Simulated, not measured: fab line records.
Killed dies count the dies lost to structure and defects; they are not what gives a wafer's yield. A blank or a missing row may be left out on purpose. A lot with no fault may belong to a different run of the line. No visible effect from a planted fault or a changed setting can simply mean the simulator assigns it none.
fab line records	flow n5_finfet
[record] lots = 7	wafers = 21
route steps=1938 shown BEOL_M4@1031 BEOL_M5@1154 BEOL_M6@1233
start_h: hours from the record's first day to the start of the lot's first wafer shown	wait_h: how many hours have passed since the lot's step before this one	" repeats the value in the row above	L1.1+2: one row covering several wafers at once	- either no value or no given start	* or withheld: withheld	< > ~ a bound
route shown NAME@n: NAME is a module with steps in the file, n the number in the route of the first one	usual: average and standard deviation across the fault-free wafers	same: alike in all rows	chamber/n: place in a boat	sites: per-site readings	_std_site: how widely they spread, as a standard deviation	_edge_site: mean of outer sites minus mean of inner sites	radius_mm: how far each site lies from the wafer's centre	mask NAME#n: copy n	behind: tool/chamber where the wafer was last shaped	hold: why the lot went on hold/how many hours it stayed there/how the hold came to an end	device: names the non-switching transistor (n, p or np)	end of line: the route-end tests of the same wafers	a step without rows: its recipe alone	killed: dies lost to structure and defects at the first sort, not the wafer's yield	map: shows each die of a wafer: x if killed, . if not, _ if none is there
set.NAME: the run value of the setting; set.NAME@STEP: its run value at that earlier step	model.NAME: the simulator's own value behind a step, which no gauge read
lots with deliberately changed settings; one table per step, one row per wafer
[[steps]]
[step N5_BEOL_M4_EXPOSE_08]
[recipe] mask_id = M4	na = 0.33	source_shape = dipole	sigma_inner = 0.369	sigma_outer = 0.767	polarization = unpolarized	dose_mj = 41.25
lot.wafer	tool	chamber	start_h	wait_h	mask	set.dose_mj
L075.1+4	euv_scanner-01	0	174.87	-	M4#0	41.25
L075.2	"	0	"	"	M4#0	43.73
L081.1+6	euv_scanner-01	0	203.71	-	M4#0	40.38
L081.3	"	0	"	"	M4#0	41.25
L083.2	euv_scanner-01	0	217.16	-	M4#0	39.03
L083.5+6	"	0	"	"	M4#0	41.25
L085.4+5+6	euv_scanner-01	0	221.69	-	M4#0	41.25
L084.1	euv_scanner-01	0	222.01	-	M4#0	41.25
L084.2+4	"	0	"	"	M4#0	43.99
L089.3+5	euv_scanner-02	0	250.02	-	M4#0	42.04
L089.4	"	0	"	"	M4#0	41.25
L091.1+3+5	euv_scanner-02	0	259.80	-	M4#0	41.25
[step N5_BEOL_M4_PEB_09]
[recipe] peb_temp_c = 100	peb_time_s = 60	resist = CAR-EUV
[step N5_BEOL_M4_DEVELOP_10]
[recipe] develop_time_s = 30	developer = TMAH	resist = CAR-EUV	rinse_liquid = surfactant_rinse	dry = air_spin	dev_temp_c = 23
[step N5_BEOL_M4_CD_MEAS_11]
[recipe] target_cd_nm = 16.79	landing_energy_ev = 500	detector = se_inlens	polarity = opening
[usual] cd_nm = 16.78/0.26
lot.wafer	tool	chamber	start_h	wait_h	set.dose_mj@BEOL_M4_EXPOSE_08	cd_nm
L075.1	cd_sem-01	0	175.00	-	41.25	17.13
L075.2	"	0	"	"	43.73	17.84
L075.4	"	0	"	"	41.25	16.57
L081.1	cd_sem-03	0	203.84	-	40.38	16.34
L081.3	"	0	"	"	41.25	16.68
L081.6	"	0	"	"	40.38	16.23
L083.2	cd_sem-01	0	217.29	-	39.03	15.68
L083.5	"	0	"	"	41.25	17.33
L083.6	"	0	"	"	41.25	17.20
L085.4	cd_sem-03	0	221.80	-	41.25	16.68
L085.5	"	0	"	"	41.25	16.76
L085.6	"	0	"	"	41.25	17.03
L084.1	cd_sem-01	0	222.14	-	41.25	16.87
L084.2	"	0	"	"	43.99	18.89
L084.4	"	0	"	"	43.99	18.07
L089.3	cd_sem-01	0	250.14	-	42.04	17.17
L089.4	"	0	"	"	41.25	16.49
L089.5	"	0	"	"	42.04	17.17
L091.1	cd_sem-01	0	259.93	-	41.25	16.78
L091.3	"	0	"	"	41.25	17.02
L091.5	"	0	"	"	41.25	16.74
[step N5_BEOL_M4_DESCUM_16]
[recipe] chemistry = O2	time_s = 7	source_power_w = 50	bias_power_w = 20	pressure_mtorr = 20	rf_frequency_hz = 2.712e+07	temp_c = 40	resist = CAR-EUV	o2_flow_sccm = 225
lot.wafer	tool	chamber	start_h	wait_h	set.time_s	model.CAR-EUV_of_BEOL_M4_COAT_05.thk_nm
L075.1	rie_diel-03	1	175.13	0.0	7	26
L075.2+4	"	3,2	"	"	6.275	26.4
L081.1	rie_diel-03	0	203.96	0.0	7	26.2
L081.3	"	2	"	"	7	26
L081.6	"	3	"	"	7.78	25.6
L083.2+5	rie_diel-01	0	218.40	1.0	5.798	26.6
L083.6	"	2	"	"	7	26
L085.4+5+6	rie_diel-03	0,0,3	221.93	0.0	7	26.2
L084.1	rie_diel-06	1	222.26	0.0	6.019	26.8
L084.2	"	3	"	"	6.019	26.6
L084.4	"	0	"	"	7	26.4
L089.3	rie_diel-01	2	251.44	1.2	7	26
L089.4	"	3	"	"	8.027	25.6
L089.5	"	2	"	"	7	26.2
L091.1	rie_diel-03	0	260.10	0.1	7.799	25.6
L091.3	"	2	"	"	7	26
L091.5	"	2	"	"	7.799	25.4
[step N5_BEOL_M4_ETCH_74]
[recipe] chemistry = N2/H2	target = underlayer	target_depth_a = 65	mask_material = CAR-EUV	time_s = 5.2	ion_energy_ev = 200	pressure_mtorr = 30	source_w = 840	bias_w = 150	n2_flow_sccm = 200	h2_flow_sccm = 200	ends = cleared
lot.wafer	tool	chamber	start_h	wait_h	set.dose_mj@BEOL_M4_EXPOSE_08	set.time_s@BEOL_M4_DESCUM_16	model.BEOL_M4.cd_offset_nm	model.CAR-EUV_of_BEOL_M4_COAT_05.thk_nm
L075.1	rie_diel-03	1	175.16	0.0	41.25	7	0	20.4
L075.2	"	3	"	"	43.73	6.275	0.8	20.6
L075.4	"	2	"	"	41.25	6.275	-0.2	20.6
L081.1	rie_diel-03	0	203.99	0.0	40.38	7	-0.6	20.4
L081.3	"	2	"	"	41.25	7	0	20.2
L081.6	"	3	"	"	40.38	7.78	-0.6	20
L083.2	rie_diel-01	0	218.44	0.0	39.03	5.798	-0.8	20.8
L083.5	"	0	"	"	41.25	5.798	0	20.8
L083.6	"	2	"	"	41.25	7	0.2	20.2
L085.4+6	rie_diel-03	0,3	221.96	0.0	41.25	7	-0.2	20.4
L085.5	"	0	"	"	41.25	7	0	20.4
L084.1	rie_diel-06	1	222.30	0.0	41.25	6.019	-0.2	21
L084.2	"	3	"	"	43.99	6.019	1.4	20.8
L084.4	"	0	"	"	43.99	7	1	20.6
L089.3	rie_diel-01	2	251.48	0.0	42.04	7	0.4	20.4
L089.4	"	3	"	"	41.25	8.027	-0.2	19.8
L089.5	"	2	"	"	42.04	7	0.2	20.4
L091.1	rie_diel-03	0	260.14	0.0	41.25	7.799	0	20
L091.3	"	2	"	"	41.25	7	0	20.2
L091.5	"	2	"	"	41.25	7.799	-0.2	19.8
[step N5_BEOL_M4_ETCH_63]
[recipe] chemistry = CF4	target = SiARC	target_depth_a = 156	mask_material = CAR-EUV	time_s = 26	ion_energy_ev = 80	pressure_mtorr = 40	source_w = 545	bias_w = 36	Ar_flow_sccm = 100	cf4_flow_sccm = 100	ends = cleared
lot.wafer	tool	chamber	start_h	wait_h	set.dose_mj@BEOL_M4_EXPOSE_08	model.BEOL_M4.cd_offset_nm
L075.1+4	rie_diel-03	1,2	175.18	0.0	41.25	0
L075.2	"	3	"	"	43.73	1
L081.1+6	rie_diel-03	0,3	204.01	0.0	40.38	-0.4
L081.3	"	2	"	"	41.25	-0.2
L083.2	rie_diel-01	0	218.45	0.0	39.03	-0.8
L083.5+6	"	0,2	"	"	41.25	0
L085.4+6	rie_diel-03	0,3	221.98	0.0	41.25	-0.2
L085.5	"	0	"	"	41.25	0
L084.1	rie_diel-06	1	222.31	0.0	41.25	-0.2
L084.2	"	3	"	"	43.99	1.4
L084.4	"	0	"	"	43.99	1.2
L089.3	rie_diel-01	2	251.50	0.0	42.04	0.4
L089.4	"	3	"	"	41.25	-0.2
L089.5	"	2	"	"	42.04	0.2
L091.1	rie_diel-03	0	260.15	0.0	41.25	0.2
L091.3+5	"	2	"	"	41.25	-0.2
[step N5_BEOL_M4_ETCH_64]
[recipe] chemistry = N2/H2	target = SOC	target_depth_a = 750	overetch_a = 225	mask_material = SiARC	temp_c = 40	time_s = 121.9	ion_energy_ev = 200	pressure_mtorr = 30	source_w = 840	bias_w = 150	n2_flow_sccm = 200	h2_flow_sccm = 200
lot.wafer	tool	chamber	start_h	wait_h	set.dose_mj@BEOL_M4_EXPOSE_08	model.BEOL_M4.cd_offset_nm
L075.1	rie_diel-03	1	175.21	0.0	41.25	0
L075.2	"	3	"	"	43.73	0.8
L075.4	"	2	"	"	41.25	-0.2
L081.1	rie_diel-03	0	204.04	0.0	40.38	-0.6
L081.3	"	2	"	"	41.25	-0.2
L081.6	"	3	"	"	40.38	-0.4
L083.2	rie_diel-01	0	218.48	0.0	39.03	-1
L083.5+6	"	0,2	"	"	41.25	0.2
L085.4	rie_diel-03	0	222.00	0.0	41.25	-0.4
L085.5+6	"	0,3	"	"	41.25	-0.2
L084.1	rie_diel-06	1	222.34	0.0	41.25	-0.4
L084.2+4	"	3,0	"	"	43.99	1.2
L089.3	rie_diel-01	2	251.52	0.0	42.04	0.6
L089.4	"	3	"	"	41.25	0
L089.5	"	2	"	"	42.04	0.4
L091.1	rie_diel-03	0	260.18	0.0	41.25	0.2
L091.3	"	2	"	"	41.25	0
L091.5	"	2	"	"	41.25	-0.2
[step N5_BEOL_M4_STRIP_65]
[recipe] chemistry = N2/H2	temp_c = 40	n2_flow_sccm = 200	h2_flow_sccm = 200	rf_frequency_hz = 6e+07
[step N5_BEOL_M4_STRIP_75]
[recipe] chemistry = N2/H2	temp_c = 40	n2_flow_sccm = 200	h2_flow_sccm = 200	rf_frequency_hz = 6e+07
[step N5_BEOL_M4_STRIP_66]
[recipe] chemistry = CF4	resist = SiARC	power_w = 300	bias_power_w = 75	pressure_mtorr = 50	cf4_flow_sccm = 150	rf_frequency_hz = 6e+07
[step N5_BEOL_M4_HM_OPEN_17]
[recipe] chemistry = Cl2/BCl3	target_depth_a = 200	overetch_a = 60	target = TiN	mask_material = SOC	ion_energy_ev = 150	pressure_mtorr = 10	icp_w = 1000	bias_w = 126	Cl2_flow_sccm = 53.25	bcl3_flow_sccm = 21.75	Ar_flow_sccm = 25
lot.wafer	tool	chamber	start_h	wait_h	set.dose_mj@BEOL_M4_EXPOSE_08	model.BEOL_M4.cd_offset_nm
L075.1	rie_metal-01	1	175.38	0.0	41.25	0
L075.2	"	0	"	"	43.73	0.8
L075.4	"	0	"	"	41.25	-0.2
L081.1	rie_metal-03	0	204.21	0.0	40.38	-0.6
L081.3	"	1	"	"	41.25	0
L081.6	"	0	"	"	40.38	-0.4
L083.2	rie_metal-02	0	218.65	0.0	39.03	-0.8
L083.5	"	0	"	"	41.25	0.2
L083.6	"	1	"	"	41.25	0.4
L085.4+6	rie_metal-02	1	222.21	0.1	41.25	0
L085.5	"	0	"	"	41.25	-0.2
L084.1	rie_metal-02	0	222.51	0.0	41.25	-0.4
L084.2	"	1	"	"	43.99	1.4
L084.4	"	1	"	"	43.99	1.2
L089.3	rie_metal-02	0	251.73	0.1	42.04	0.4
L089.4	"	1	"	"	41.25	0.2
L089.5	"	1	"	"	42.04	0.6
L091.1	rie_metal-03	1	260.35	0.0	41.25	0.4
L091.3+5	"	0,1	"	"	41.25	0
[step N5_BEOL_M4_STRIP_19]
[recipe] chemistry = O2	power_w = 400	temp_c = 40	pressure_mtorr = 30	rf_frequency_hz = 6e+07	bias_power_w = 0	overash_fraction = 0.2	o2_flow_sccm = 225
[step N5_BEOL_M4_CD_MEAS_18]
[recipe] pitch_nm = 36	target_cd_nm = 18
[usual] cd_nm = 18.0/0.33
lot.wafer	tool	chamber	start_h	wait_h	set.dose_mj@BEOL_M4_EXPOSE_08	cd_nm
L075.1	cd_sem-03	-	175.56	0.0	41.25	17.9
L075.2	"	-	"	"	43.73	18.5
L075.4	"	-	"	"	41.25	17.7
L081.1	cd_sem-03	-	204.39	0.0	40.38	17.3
L081.3	"	-	"	"	41.25	18.0
L081.6	"	-	"	"	40.38	17.3
L083.2	cd_sem-03	-	218.85	0.1	39.03	16.9
L083.5	"	-	"	"	41.25	18.4
L083.6	"	-	"	"	41.25	17.8
L085.4	cd_sem-01	-	222.36	0.0	41.25	17.9
L085.5	"	-	"	"	41.25	17.8
L085.6	"	-	"	"	41.25	18.1
L084.1	cd_sem-03	-	222.74	0.0	41.25	17.7
L084.2	"	-	"	"	43.99	19.2
L084.4	"	-	"	"	43.99	19.2
L089.3	cd_sem-01	-	251.92	0.1	42.04	18.3
L089.4	"	-	"	"	41.25	18.7
L089.5	"	-	"	"	42.04	19.0
L091.1	cd_sem-02	-	260.55	0.0	41.25	18.2
L091.3	"	-	"	"	41.25	18.4
L091.5	"	-	"	"	41.25	17.8
[step N5_BEOL_M4_TRENCH_ETCH_37]
[recipe] chemistry = C4F6/O2	target_depth_a = 555.55	target = SiOC	time_s = 29.2	ion_energy_ev = 250	pressure_mtorr = 30	source_w = 355	bias_w = 185	Ar_flow_sccm = 300	C4F6_flow_sccm = 10	O2_flow_sccm = 10
[usual] rf_vpp_V = 665/12
lot.wafer	tool	chamber	start_h	wait_h	set.bias_w	rf_vpp_V
L075.1	rie_diel-01	2	-	-	185	670
L075.2	"	0	"	"	185	667
L075.4	"	2	"	"	155.4	584
L081.1	rie_diel-03	3	-	-	185	659
L081.3	"	2	"	"	185	651
L081.6	"	0	"	"	185	673
L083.2	rie_diel-03	3	-	-	202	706
L083.5	"	3	"	"	202	705
L083.6	"	0	"	"	185	674
L084.1	rie_diel-01	2	-	-	185	669
L084.2	"	0	"	"	185	667
L084.4	"	0	"	"	209.3	737
L085.4	rie_diel-03	1	-	-	185	664
L085.5	"	2	"	"	185	653
L085.6	"	1	"	"	185	665
L089.3	rie_diel-01	1	-	-	185	650
L089.4	"	0	"	"	185	666
L089.5	"	3	"	"	185	675
L091.1	rie_diel-01	2	-	-	185	670
L091.3	"	1	"	"	170.7	610
L091.5	"	0	"	"	185	669
[step N5_BEOL_M4_ETCH_41]
[recipe] chemistry = CH3F/O2	target = SiCN	target_depth_a = 299	taper_deg = 2	time_s = 52.5	ion_energy_ev = 120	mask_material = TiN	pressure_mtorr = 30	source_w = 395	bias_w = 75	Ar_flow_sccm = 150	CH3F_flow_sccm = 30	O2_flow_sccm = 20
[step N5_BEOL_M4_STRIP_97]
[recipe] chemistry = N2/H2	time_s = 10	power_w = 450	temp_c = 40	pressure_mtorr = 20	rf_frequency_hz = 6e+07	bias_power_w = 7	n2_flow_sccm = 200	h2_flow_sccm = 200
[step N5_BEOL_M4_PRECLEAN_42]
[recipe] chemistry = residue_remover	time_s = 60	temp_c = 40
[step N5_BEOL_M4_SRD_43]
[recipe] time_s = 30	temp_c = 23	rinse_liquid = diw	dry = ipa_marangoni
[step N5_BEOL_M4_CD_MEAS_35]
[recipe] target_cd_nm = 18	target_cd_y_nm = 22.4	polarity = opening
[usual] cd_nm = 18.0/0.35
lot.wafer	tool	chamber	start_h	wait_h	set.dose_mj@BEOL_M4_EXPOSE_08	cd_nm
L075.1	cd_sem-02	-	177.04	0.0	41.25	17.9
L075.2	"	-	"	"	43.73	18.6
L075.4	"	-	"	"	41.25	17.5
L081.1	cd_sem-02	-	212.67	0.0	40.38	17.6
L081.3	"	-	"	"	41.25	18.1
L081.6	"	-	"	"	40.38	17.5
L083.2	cd_sem-02	-	221.10	0.0	39.03	17.4
L083.5	"	-	"	"	41.25	18.7
L083.6	"	-	"	"	41.25	18.2
L084.1	cd_sem-01	-	228.06	0.0	41.25	17.5
L084.2	"	-	"	"	43.99	19.1
L084.4	"	-	"	"	43.99	19.3
L085.4	cd_sem-02	-	229.26	0.0	41.25	17.9
L085.5	"	-	"	"	41.25	17.8
L085.6	"	-	"	"	41.25	17.9
L089.3	cd_sem-02	-	255.78	0.0	42.04	18.4
L089.4	"	-	"	"	41.25	18.2
L089.5	"	-	"	"	42.04	18.7
L091.1	cd_sem-01	-	263.57	0.0	41.25	18.6
L091.3	"	-	"	"	41.25	18.1
L091.5	"	-	"	"	41.25	18.2
[step N5_BEOL_M5_ETCH_68]
[recipe] chemistry = N2/H2	target = SOC	target_depth_a = 800	overetch_a = 160	mask_material = SiARC	temp_c = 40	time_s = 120	ion_energy_ev = 200	pressure_mtorr = 30	source_w = 840	bias_w = 150	n2_flow_sccm = 200	h2_flow_sccm = 200
lot.wafer	tool	chamber	start_h	wait_h	set.time_s	model.SiARC_of_BEOL_M5_COAT_66.thk_nm
L075.1+4	rie_diel-04	3,0	190.87	0.0	120	6.4
L075.2	"	2	"	"	120	6.2
L081.1	rie_diel-04	1	222.70	0.0	120	6.2
L081.3	"	2	"	"	144.9	5
L081.6	"	3	"	"	144.9	5.4
L083.2+6	rie_diel-04	0,3	229.74	0.0	120	6.4
L083.5	"	2	"	"	120	6
L084.1+4	rie_diel-04	2,1	237.77	0.0	101.4	7.2
L084.2	"	3	"	"	120	6.4
L085.4	rie_diel-05	3	238.10	0.0	120	6.4
L085.5	"	1	"	"	120	6.2
L085.6	"	2	"	"	120	6.6
L089.3+5	rie_diel-05	1,3	266.65	0.0	120	6.2
L089.4	"	3	"	"	120	6.4
L091.1+5	rie_diel-05	3	273.84	0.0	120	6.4
L091.3	"	0	"	"	120	6.6
[step N5_BEOL_M5_ETCH_41]
[recipe] chemistry = CH3F/O2	target = SiCN	target_depth_a = 315	taper_deg = 2	time_s = 56.7	ion_energy_ev = 120	mask_material = TiN	pressure_mtorr = 30	source_w = 395	bias_w = 75	Ar_flow_sccm = 150	CH3F_flow_sccm = 30	O2_flow_sccm = 20
[usual] rf_vpp_V = 297.8/1.4
lot.wafer	tool	chamber	start_h	wait_h	set.source_w	rf_vpp_V
L075.1	rie_diel-04	3	-	-	395	297.2
L075.2	"	2	"	"	395	298.8
L075.4	"	0	"	"	363.4	306.6
L081.1	rie_diel-04	1	-	-	395	296.9
L081.3	"	2	"	"	416	291.6
L081.6	"	3	"	"	416	293.0
L083.2	rie_diel-04	0	-	-	395	295.2
L083.5	"	2	"	"	395	298.3
L083.6	"	3	"	"	395	299.1
L084.1	rie_diel-04	2	-	-	395	298.6
L084.2	"	3	"	"	395	297.3
L084.4	"	1	"	"	395	297.5
L085.4	rie_diel-05	3	-	-	395	294.7
L085.5	"	1	"	"	395	296.7
L085.6	"	2	"	"	395	298.8
L089.3	rie_diel-05	1	-	-	330.2	314.9
L089.4	"	3	"	"	330.2	314.7
L089.5	"	3	"	"	395	297.5
L091.1	rie_diel-05	3	-	-	363.3	304.8
L091.3	"	0	"	"	395	299.6
L091.5	"	3	"	"	395	297.4
[step N5_BEOL_M6_ETCH_66]
[recipe] chemistry = N2/H2	target = SOC	target_depth_a = 800	overetch_a = 160	mask_material = SiARC	temp_c = 40	time_s = 120	ion_energy_ev = 200	pressure_mtorr = 30	source_w = 840	bias_w = 150	n2_flow_sccm = 200	h2_flow_sccm = 200
[usual] rf_vpp_V = 525.5/2.1
lot.wafer	tool	chamber	start_h	wait_h	set.source_w	rf_vpp_V
L075.1	rie_diel-03	3	205.52	0.0	840	520.5
L075.2	"	0	"	"	933.4	506.9
L075.4	"	1	"	"	840	525.5
L081.1	rie_diel-01	2	237.36	0.0	840	526.8
L081.3	"	1	"	"	840	528.4
L081.6	"	0	"	"	840	526.5
L083.2	rie_diel-03	3	240.85	0.0	792	529.7
L083.5	"	3	"	"	840	521.0
L083.6	"	2	"	"	840	525.1
L084.1	rie_diel-03	2	252.01	0.0	933.1	505.8
L084.2	"	1	"	"	840	526.2
L084.4	"	3	"	"	840	521.0
L085.4	rie_diel-06	0	252.27	0.0	840	524.7
L085.5	"	1	"	"	840	526.0
L085.6	"	2	"	"	840	523.0
L089.3	rie_diel-01	3	279.69	0.0	840	525.2
L089.4	"	1	"	"	948.3	507.4
L089.5	"	0	"	"	948.3	507.1
L091.1	rie_diel-01	0	291.91	0.0	957	505.0
L091.3	"	2	"	"	840	526.8
L091.5	"	3	"	"	957	501.4
[[key]]
[split] step = N5_BEOL_M4_EXPOSE_08	setting = dose_mj	stated = 41.25	by = wafer
[response] step = N5_BEOL_M4_CD_MEAS_11	reading = cd_nm	change = +0.232	per = 1%	r = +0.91
[response] step = N5_BEOL_M4_ETCH_74	reading = model.BEOL_M4.cd_offset_nm	change = +0.186	per = 1%	r = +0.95
[response] step = N5_BEOL_M4_ETCH_63	reading = model.BEOL_M4.cd_offset_nm	change = +0.185	per = 1%	r = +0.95
[response] step = N5_BEOL_M4_ETCH_64	reading = model.BEOL_M4.cd_offset_nm	change = +0.205	per = 1%	r = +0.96
[response] step = N5_BEOL_M4_HM_OPEN_17	reading = model.BEOL_M4.cd_offset_nm	change = +0.207	per = 1%	r = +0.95
[response] step = N5_BEOL_M4_CD_MEAS_18	reading = cd_nm	change = +0.188	per = 1%	r = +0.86
[response] step = N5_BEOL_M4_CD_MEAS_35	reading = cd_nm	change = +0.201	per = 1%	r = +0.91
[split] step = N5_BEOL_M4_DESCUM_16	setting = time_s	stated = 7	by = wafer
[response] step = N5_BEOL_M4_DESCUM_16	reading = model.CAR-EUV_of_BEOL_M4_COAT_05.thk_nm	change = -0.0349	per = 1%	r = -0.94
[response] step = N5_BEOL_M4_ETCH_74	reading = model.CAR-EUV_of_BEOL_M4_COAT_05.thk_nm	change = -0.0301	per = 1%	r = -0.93
[split] step = N5_BEOL_M4_TRENCH_ETCH_37	setting = bias_w	stated = 185	by = wafer
[response] step = N5_BEOL_M4_TRENCH_ETCH_37	reading = rf_vpp_V	change = +5.25	per = 1%	r = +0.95
[split] step = N5_BEOL_M5_ETCH_68	setting = time_s	stated = 120	by = wafer
[response] step = N5_BEOL_M5_ETCH_68	reading = model.SiARC_of_BEOL_M5_COAT_66.thk_nm	change = -0.0494	per = 1%	r = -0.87
[split] step = N5_BEOL_M5_ETCH_41	setting = source_w	stated = 395	by = wafer
[response] step = N5_BEOL_M5_ETCH_41	reading = rf_vpp_V	change = -1.01	per = 1%	r = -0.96
[split] step = N5_BEOL_M6_ETCH_66	setting = source_w	stated = 840	by = wafer
[response] step = N5_BEOL_M6_ETCH_66	reading = rf_vpp_V	change = -1.52	per = 1%	r = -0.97
